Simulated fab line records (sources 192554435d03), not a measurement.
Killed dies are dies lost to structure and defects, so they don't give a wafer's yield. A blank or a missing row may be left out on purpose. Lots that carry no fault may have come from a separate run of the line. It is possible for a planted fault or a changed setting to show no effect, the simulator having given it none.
fab line records	flow n5-finfet
record lots=6	wafers=18	last-day=18
route steps=1938 shown BEOL_M9@1464 BEOL_M10@1470 PASSIVATION@1936
lots that met no fault: taken from a fault-free run of the same line
start-h: the number of hours between the record's first day and the start of the first shown wafer of the lot	wait-h: hours from the lot's prior step to this one	" as in the row above	L1.1+2: a single row standing in for several wafers	- no value present, or no start provided	* or withheld: withheld	< > ~ a bound
route shown NAME@n: a module of which the file shows steps, and the number in the route of the first	usual: mean/standard deviation of fault-free wafers	same: alike in all rows	chamber/n: place in a boat	sites: the reading at each site	_std_site: their standard deviation	_edge_site: mean of outer sites minus mean of inner sites	radius-mm: for every site, how far away it sits from the centre of the wafer	mask NAME#n: copy n	behind: the tool/chamber that last shaped the wafer	hold: reason for holding the lot/hours on hold/outcome of the hold	device: whichever transistor did not switch (one of n, p or np)	end of line: the route-end tests of the same wafers	a step given without rows: its recipe and nothing more	killed: dies lost to structure and defects at the first sort, not the wafer's yield	map: dies across one wafer; x = killed, . = not, _ = none there
set.NAME: the setting that was run; set.NAME@STEP: the one run at that earlier step	model.NAME: the simulator's own value behind a step, which no gauge read
certain route steps with their lots: each step a table, each wafer a row
services: a tool's chamber out of use, with start hour (start-h, from the record's first day; less than 0 if before it), hours out, and reason
## steps
# step N5_BEOL_M9_CMP_52
# recipe stop-on=SiCOH_lowk	t-overpolish-s=7	down-force-psi=1	platen-rpm=50	clearing-platen-down-force-psi=1.5	clearing-platen-rpm=50	post-cmp-clean=cu-alkaline	target-thk-nm=140	clearing-platen-pad-velocity-m-s=0.99484	pad-velocity-m-s=0.99484
# usual barrier-field-endpoint-s=28.7/0.78	motor-current-A=6.0/0.72	overpolish-run-s=7.000/0.0089	time-to-endpoint-s=65/3.4
lot.wafer	tool	chamber	start-h	wait-h	barrier-field-endpoint-s	motor-current-A	overpolish-run-s	time-to-endpoint-s
L101.4	cmp-02	1	258.10	0.1	28.4	6.6	6.996	60
L101.5	"	1	"	"	28.2	6.2	7.008	60
L101.6	"	2	"	"	28.1	6.2	6.999	59
L102.4	cmp-04	3	270.44	0.1	29.6	4.6	6.991	65
L102.2	"	1	"	"	28.7	7.0	7.002	66
L102.5	"	0	"	"	29.9	5.3	6.988	67
L109.1	cmp-02	3	315.30	0.3	28.4	5.8	7.010	67
L109.4	"	0	"	"	28.8	5.2	6.993	68
L109.5	"	1	"	"	29.0	6.1	6.998	66
L113.4	cmp-04	2	341.73	0.2	28.4	6.7	6.998	64
L113.2	"	0	"	"	27.8	5.4	7.000	64
L113.6	"	2	"	"	28.4	6.7	6.995	62
L114.4	cmp-04	0	345.63	0.1	29.5	5.5	6.986	62
L114.3	"	2	"	"	28.7	6.8	6.997	61
L114.6	"	0	"	"	29.2	5.5	7.015	67
L116.3	cmp-02	1	356.75	0.2	28.2	6.3	6.978	64
L116.1	"	2	"	"	27.3	6.0	7.008	64
L116.5	"	0	"	"	27.2	5.7	7.005	62
# step N5_BEOL_M9_THK_MEAS_53
# recipe thk-meas-gauge=xrf	reads=Cu_of_BEOL_M9_ECD_50
# usual M9_THK=137.4/2.8
lot.wafer	tool	chamber	start-h	wait-h	M9_THK[nm]
L101.4	film-metro-01	-	258.40	-	137.5
L101.5	"	-	"	"	136.3
L101.6	"	-	"	"	135.3
L102.2	film-metro-01	-	270.73	-	138.6
L102.4	"	-	"	"	134.7
L102.5	"	-	"	"	135.4
L109.1	film-metro-01	-	315.52	-	136.4
L109.4	"	-	"	"	133.8
L109.5	"	-	"	"	139.7
L113.2	film-metro-01	-	341.98	-	135.2
L113.4	"	-	"	"	136.6
L113.6	"	-	"	"	136.1
L114.3	film-metro-02	-	345.93	-	142.6
L114.4	"	-	"	"	137.3
L114.6	"	-	"	"	136.6
L116.1	film-metro-02	-	357.01	-	140.0
L116.3	"	-	"	"	141.2
L116.5	"	-	"	"	137.5
# step N5_BEOL_M9_PRE_CLEAN_55
# recipe gas=NH3	time-s=15	temp-c=withheld	rf-power-w=300
# step N5_BEOL_M9_DEP_56
# recipe material=SiCN	target-thk-a=150	temp-c=withheld	precursor=3MS/NH3	pressure-torr=3	rf-w=202	time-s=26.5
# step N5_BEOL_M9_RS_MEAS_57
# recipe thk-meas-gauge=four-point-probe	reads=Cu_of_BEOL_M9_ECD_50+Co_of_BEOL_M9_CVD_78+TaN_of_BEOL_M9_ALD_74
# usual M9_RS=0.153/0.0033
lot.wafer	tool	chamber	start-h	wait-h	M9_RS[ohm/sq]
L101.4	film-metro-01	-	258.54	0.0	0.153
L101.5	"	-	"	"	0.154
L101.6	"	-	"	"	0.155
L102.2	film-metro-02	-	270.87	0.1	0.151
L102.4	"	-	"	"	0.155
L102.5	"	-	"	"	0.156
L109.1	film-metro-01	-	315.66	0.1	0.152
L109.4	"	-	"	"	0.155
L109.5	"	-	"	"	0.148
L113.2	film-metro-01	-	342.12	0.1	0.156
L113.4	"	-	"	"	0.154
L113.6	"	-	"	"	0.155
L114.3	film-metro-02	-	346.07	0.1	0.149
L114.4	"	-	"	"	0.155
L114.6	"	-	"	"	0.156
L116.1	film-metro-02	-	357.14	0.1	0.151
L116.3	"	-	"	"	0.151
L116.5	"	-	"	"	0.155
# step N5_BEOL_M9_INSPECT_58
# recipe inspect-instrument=darkfield	mode=post-dep
# usual raw-defect-count=67/18
lot.wafer	tool	chamber	start-h	wait-h	raw-defect-count
L101.4	defect-inspect-02	-	258.56	0.0	95
L101.5	"	-	"	"	68
L101.6	"	-	"	"	61
L102.2	defect-inspect-02	-	270.90	0.0	54
L102.4	"	-	"	"	60
L102.5	"	-	"	"	80
L109.1	defect-inspect-01	-	315.68	0.0	49
L109.4	"	-	"	"	34
L109.5	"	-	"	"	78
L113.2	defect-inspect-02	-	342.15	0.0	76
L113.4	"	-	"	"	76
L113.6	"	-	"	"	67
L114.3	defect-inspect-01	-	346.09	0.0	84
L114.4	"	-	"	"	59
L114.6	"	-	"	"	89
L116.1	defect-inspect-01	-	357.17	0.0	96
L116.3	"	-	"	"	79
L116.5	"	-	"	"	68
# step N5_BEOL_M10_ILD_DEP_00
# recipe material=SiCOH_lowk	target-thk-a=3085.1	temp-c=300	precursor=DEMS/porogen	pressure-torr=5	rf-w=500	time-s=58
# usual heater-power-w=298/54	showerhead-plenum-p-Torr=5.730/0.014	throttle-valve-pct=13.9/0.78
# same time-s=58
lot.wafer	tool	chamber	start-h	wait-h	heater-power-w	showerhead-plenum-p-Torr	throttle-valve-pct
L101.4	pecvd-04	0	258.63	0.1	277	5.733	13.9
L101.5	"	0	"	"	288	5.716	14.2
L101.6	"	2	"	"	399	5.737	12.3
L102.2	pecvd-01	2	270.93	0.0	269	5.725	14.0
L102.4	"	1	"	"	206	5.729	13.8
L102.5	"	0	"	"	280	5.734	15.0
L109.1	pecvd-04	1	315.72	0.0	318	5.743	14.1
L109.4	"	2	"	"	397	5.728	12.3
L109.5	"	0	"	"	315	5.707	14.1
L113.2	pecvd-01	1	342.18	0.0	202	5.712	14.0
L113.4	"	1	"	"	212	5.725	13.8
L113.6	"	0	"	"	278	5.729	14.9
L114.3	pecvd-02	2	346.13	0.0	266	5.720	13.6
L114.4	"	0	"	"	319	5.735	13.3
L114.6	"	2	"	"	276	5.716	13.7
L116.1	pecvd-02	0	357.21	0.0	300	5.746	13.6
L116.3	"	1	"	"	388	5.705	15.1
L116.5	"	0	"	"	306	5.755	13.3
# step N5_BEOL_M10_CURE_71
# recipe temp-c=385	time-s=240	ambient=He/Ar	material=SiCOH_lowk
# usual lamp-power-pct=52.32/0.055	wafer_temp_C_max=387.1/0.73
# same time-s=240
lot.wafer	tool	chamber	start-h	wait-h	lamp-power-pct	wafer_temp_C_max
L101.4	uv-cure-01	0	258.94	0.3	52.31	387.6
L101.5	"	0	"	"	52.37	386.8
L101.6	"	0	"	"	52.31	387.2
L102.2	uv-cure-01	2	271.09	0.1	52.34	387.6
L102.4	"	2	"	"	52.33	387.3
L102.5	"	2	"	"	52.41	388.1
L109.1	uv-cure-01	1	315.80	0.0	52.33	386.3
L109.4	"	1	"	"	52.35	386.5
L109.5	"	1	"	"	52.24	386.6
L113.2	uv-cure-03	2	342.34	0.1	52.29	387.0
L113.4	"	2	"	"	52.36	387.5
L113.6	"	2	"	"	52.36	387.1
L114.3	uv-cure-03	1	346.37	0.2	52.29	386.8
L114.4	"	1	"	"	52.25	386.3
L114.6	"	1	"	"	52.30	387.3
L116.1	uv-cure-02	0	357.28	0.0	52.33	386.5
L116.3	"	0	"	"	52.30	387.2
L116.5	"	0	"	"	52.23	386.5
# step N5_BEOL_M10_THK_MEAS_01
# recipe reads=SiCOH_lowk_of_BEOL_M10_ILD_DEP_00
# usual M10_ILD_THK=268/4
lot.wafer	tool	chamber	start-h	wait-h	M10_ILD_THK[nm]
L101.4	film-metro-02	-	259.22	0.2	267
L101.5	"	-	"	"	264
L101.6	"	-	"	"	268
L102.2	film-metro-01	-	271.52	0.4	264
L102.4	"	-	"	"	273
L102.5	"	-	"	"	271
L109.1	film-metro-02	-	316.31	0.4	271
L109.4	"	-	"	"	278
L109.5	"	-	"	"	273
L113.2	film-metro-01	-	342.77	0.4	264
L113.4	"	-	"	"	270
L113.6	"	-	"	"	273
L114.3	film-metro-02	-	346.72	0.3	265
L114.4	"	-	"	"	262
L114.6	"	-	"	"	266
L116.1	film-metro-01	-	357.80	0.4	262
L116.3	"	-	"	"	259
L116.5	"	-	"	"	262
# step N5_BEOL_M10_PECVD_70
# recipe material=SiO2	target-thk-a=200	temp-c=400	precursor=TEOS/O2	pressure-torr=5.5	rf-w=450	teos-flow-sccm=53.8	gas=O2	flow-sccm=3000	time-s=22.7
# usual heater-power-w=699/96	showerhead-plenum-p-Torr=8.74/0.058	throttle-valve-pct=22.4/1.3
# same time-s=22.7
lot.wafer	tool	chamber	start-h	wait-h	heater-power-w	showerhead-plenum-p-Torr	throttle-valve-pct
L101.4	pecvd-02	0	259.27	0.1	743	8.79	21.6
L101.5	"	2	"	"	663	8.69	21.9
L101.6	"	1	"	"	814	8.66	24.7
L102.2	pecvd-04	0	271.56	0.0	701	8.70	22.8
L102.4	"	2	"	"	846	8.75	20.1
L102.5	"	0	"	"	690	8.71	22.7
L109.1	pecvd-04	0	316.35	0.0	688	8.71	23.0
L109.4	"	0	"	"	684	8.70	22.9
L109.5	"	1	"	"	657	8.83	22.4
L113.2	pecvd-02	2	342.81	0.0	563	8.67	21.9
L113.4	"	0	"	"	727	8.78	21.7
L113.6	"	2	"	"	573	8.71	22.0
L114.3	pecvd-04	0	346.76	0.0	585	8.71	23.0
L114.4	"	0	"	"	570	8.70	22.7
L114.6	"	1	"	"	737	8.81	22.4
L116.1	pecvd-02	1	357.83	0.0	852	8.63	24.5
L116.3	"	2	"	"	646	8.70	22.1
L116.5	"	1	"	"	871	8.67	24.7
# step N5_BEOL_M10_HM_DEP_02
# recipe material=TiN	target-thk-a=200	temp-c=25	chamber-pressure-pa=0.49996
# usual throttle-valve-pct=30.2/0.51
lot.wafer	tool	chamber	start-h	wait-h	throttle-valve-pct
L101.4	pvd-sputter-01	-	260.37	1.1	30.0
L101.5	"	-	"	"	29.7
L101.6	"	-	"	"	30.0
L102.2	pvd-sputter-01	-	272.36	0.8	30.0
L102.4	"	-	"	"	29.6
L102.5	"	-	"	"	30.1
L109.1	pvd-sputter-01	-	316.85	0.5	29.6
L109.4	"	-	"	"	30.5
L109.5	"	-	"	"	29.3
L113.2	pvd-sputter-03	-	344.07	1.2	29.7
L113.4	"	-	"	"	31.6
L113.6	"	-	"	"	29.3
L114.3	pvd-sputter-01	-	347.74	1.0	29.7
L114.4	"	-	"	"	30.5
L114.6	"	-	"	"	30.1
L116.1	pvd-sputter-01	-	358.91	1.1	29.9
L116.3	"	-	"	"	30.1
L116.5	"	-	"	"	30.2
# step N5_BEOL_M10_COAT_59
# recipe resist=SOC	temp-c=250	time-s=60	spin-rpm=1500	resist-thk-nm=100
# step N5_BEOL_M10_COAT_60
# recipe resist=SiARC	temp-c=220	time-s=60	spin-rpm=1500	resist-thk-nm=30
# usual heater-power-total-W=427.3/2.1	run-length-s=66.07/0.16
lot.wafer	tool	chamber	start-h	wait-h	heater-power-total-W	run-length-s
L101.4	litho-track-04	0	260.50	-	462.9	57.91
L101.5	"	0	"	"	428.0	65.98
L101.6	"	0	"	"	428.3	66.07
L102.2	litho-track-04	0	272.49	-	466.3	57.94
L102.4	"	0	"	"	467.3	58.10
L102.5	"	0	"	"	430.0	66.03
L109.1	litho-track-05	0	316.98	-	430.9	66.31
L109.4	"	0	"	"	428.8	66.29
L109.5	"	0	"	"	427.6	66.18
L113.2	litho-track-05	0	344.20	-	426.3	66.06
L113.4	"	0	"	"	427.6	66.15
L113.6	"	0	"	"	428.2	66.14
L114.3	litho-track-01	0	347.87	-	430.7	66.36
L114.4	"	0	"	"	426.8	66.12
L114.6	"	0	"	"	424.1	66.37
L116.1	litho-track-04	0	359.03	-	425.9	66.07
L116.3	"	0	"	"	428.9	66.02
L116.5	"	0	"	"	426.2	65.80
# step N5_BEOL_M10_COAT_05
# recipe resist=CAR-ArF	spin-rpm=1500	resist-thk-nm=90
# step N5_PASSIVATION_PROBE_49
# usual defect-limited-yield=91.0/1.3	killed_at_M0_to_M3=36/9.5	killed_at_M4_up=14/5.6	killed-at-contacts=12/6.4	killed-at-front-end=40/10	killed-at-other=3.2/3	killed-dies=107/15	killed-open=69/12	killed-short=35/7.7	sort_bin_5_function=5.3/0.91	sort_bin_6_memory=3.3/0.65	sort_bin_8_speed=0.00/0.012	sort-n-pass=1073/15	sort-yield-pct=91.0/1.3
# same gross-dies=1180	killed-at-back-side=0	sort_bin_4_leakage[%]=0
lot.wafer	tool	chamber	start-h	wait-h	defect-limited-yield[%]	killed_at_M0_to_M3	killed_at_M4_up	killed-at-contacts	killed-at-front-end	killed-at-other	killed-dies	killed-open	killed-short	sort_bin_5_function[%]	sort_bin_6_memory[%]	sort_bin_8_speed[%]	sort-n-pass	sort-yield-pct[%]
L101.5	prober-01	-	309.49	0.2	90.8	41	14	7	42	5	109	78	29	5.3	3.3	0	1071	90.8
L102.2	prober-02	-	335.80	0.1	92.5	31	22	3	33	0	89	58	29	4.9	2.6	0	1091	92.5
L102.5	prober-02	-	335.95	0.2	90.2	33	18	12	52	1	116	75	38	6.6	2.8	0.08	1064	90.2
L109.1	prober-02	-	385.74	0.0	91.3	27	12	6	52	6	103	58	41	4.8	3.5	0	1077	91.3
L109.4	prober-02	-	385.89	0.2	91.4	24	21	14	40	2	101	75	24	5.3	3.1	0	1079	91.4
L109.5	prober-02	-	385.94	0.2	90.7	29	33	12	30	6	110	78	32	5.3	4.1	0	1070	90.7
L114.3	prober-01	-	405.40	0.1	91.2	44	12	11	34	3	104	59	44	5.7	2.5	0	1076	91.2
L114.4	prober-01	-	405.45	0.2	92.3	31	8	4	39	9	91	57	32	4.5	3.1	0	1089	92.3
L114.6	prober-01	-	405.55	0.3	90.9	32	15	10	48	2	107	64	31	5.1	3.1	0	1073	90.9
# killed by level:class
L101.5 FIN_SAQP:geometric-particle:open=11 BEOL_M3:geometric-particle:open=10 BEOL_M0_SAQP:geometric-particle:short=9 BEOL_M1:geometric-particle:open=8 DUMMY_GATE:geometric-particle:open=6 MOL_CONTACT_COAG:geometric-particle:open=6 STI_FIN_REVEAL:geometric-particle:open=5 GATE_CUT:geometric-particle:short=5
L102.2 BEOL_M0_SAQP:geometric-particle:open=14 BEOL_M0_SAQP:geometric-particle:short=9 FIN_SAQP:geometric-particle:short=7 BEOL_M4:geometric-particle:open=6 STI_FIN_REVEAL:geometric-particle:open=6 BEOL_M3:geometric-particle:open=5 STARTING-WAFER:geometric-particle:short=5 FIN_SAQP:geometric-particle:open=4
L102.5 FIN_SAQP:geometric-particle:open=13 BEOL_M0_SAQP:geometric-particle:open=11 STI_FIN_REVEAL:geometric-particle:open=9 FIN_SAQP:geometric-particle:short=8 MOL_CONTACT_COAG:geometric-particle:open=8 BEOL_M0_SAQP:geometric-particle:short=8 BEOL_M3:geometric-particle:open=6 BEOL_M4:geometric-particle:open=6
L109.1 FIN_SAQP:geometric-particle:short=16 FIN_SAQP:geometric-particle:open=13 STI_FIN_REVEAL:geometric-particle:open=6 DUMMY_GATE:geometric-particle:open=6 BEOL_M1:geometric-particle:open=6 MOL_CONTACT_COAG:geometric-particle:open=5 BEOL_M0_SAQP:geometric-particle:open=5 BEOL_M0_SAQP:geometric-particle:short=5
L109.4 STI_FIN_REVEAL:geometric-particle:open=13 BEOL_M2:geometric-particle:open=13 MOL_CONTACT_COAG:geometric-particle:open=12 BEOL_M4:geometric-particle:open=6 DUMMY_GATE:geometric-particle:open=5 DUMMY_GATE:geometric-particle:short=4 BEOL_M4:geometric-particle:short=4 GATE_CUT:geometric-particle:short=3
L109.5 BEOL_M4:geometric-particle:open=19 MOL_CONTACT_COAG:geometric-particle:open=11 FIN_SAQP:geometric-particle:open=10 BEOL_M2:geometric-particle:open=7 BEOL_M0_SAQP:geometric-particle:short=6 STI_FIN_REVEAL:geometric-particle:open=5 BEOL_M0_SAQP:geometric-particle:open=5 BEOL_M4:geometric-particle:short=5
L114.3 BEOL_M0_SAQP:geometric-particle:short=11 FIN_SAQP:geometric-particle:short=8 BEOL_M0_SAQP:geometric-particle:open=7 BEOL_M3:geometric-particle:open=7 GATE_CUT:geometric-particle:short=7 MOL_CONTACT_COAG:geometric-particle:open=6 BEOL_M1:geometric-particle:open=6 FIN_SAQP:geometric-particle:open=5
L114.4 FIN_SAQP:geometric-particle:short=8 BEOL_M3:geometric-particle:open=7 FIN_SAQP:geometric-particle:open=6 BEOL_M1:geometric-particle:open=6 GATE_CUT:geometric-particle:open=5 BEOL_M0_SAQP:geometric-particle:short=5 GATE_CUT:geometric-particle:short=4 ILD0:geometric-particle:open=4
L114.6 BEOL_M0_SAQP:geometric-particle:open=9 FIN_SAQP:geometric-particle:open=8 MOL_CONTACT_COAG:geometric-particle:open=8 BEOL_M1:geometric-particle:open=8 HKMG_FIN:area-etch=8 DUMMY_GATE:geometric-particle:open=6 FIN_SAQP:geometric-particle:short=4 SPACER0:geometric-particle:short=4
## services
tool	chamber	start-h	hours	kind
uv-cure-03	-	238.00	2.1	pm
cmp-04	-	239.57	4.0	pm
cmp-04	-	243.57	-	consumable-replace:conditioner
cmp-04	-	243.57	-	consumable-replace:pad
cmp-02	-	243.57	6.4	pm
pecvd-04	1	255.80	14.1	repair
uv-cure-02	-	257.76	1.6	repair
pvd-sputter-01	-	265.37	5.6	repair
cmp-04	-	265.77	0.9	repair
uv-cure-03	-	279.94	5.0	repair
cmp-02	-	280.02	0.6	repair
litho-track-04	-	289.46	-	consumable-replace:filter
litho-track-05	-	293.87	-	consumable-replace:filter
pecvd-02	2	299.65	5.5	scheduled-down
uv-cure-03	-	302.61	6.0	pm
pecvd-02	1	305.11	2.1	scheduled-down
pecvd-02	-	307.51	5.5	pm
cmp-02	-	320.82	2.2	repair
pecvd-01	2	326.11	-	calibration
cmp-02	-	330.30	0.2	repair
pecvd-02	-	337.70	3.3	repair
pecvd-01	0	351.26	5.5	scheduled-down
pecvd-04	0	353.65	2.1	scheduled-down
cmp-02	-	358.86	1.4	repair
## key
first-sign step=N5_BEOL_M10_COAT_60	reading=run-length-s	direction=down	sigmas=51	usual=*	struck=*
effect step=N5_BEOL_M10_COAT_60	reading=heater-power-total-W	direction=up	sigmas=18	usual=*	struck=*
met-at N5_BEOL_M10_COAT_60
struck-wafers L101.4,L102.2,L102.4
fault kind=process-parameter-drift	tool=litho-track-04	chamber=-	onset-h=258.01	steps=N5_BEOL_M10_COAT_60	channel=time-s	offset=*	shape=step	end-h=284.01	scope=struck-wafers-only	acts-in=*	stated=*
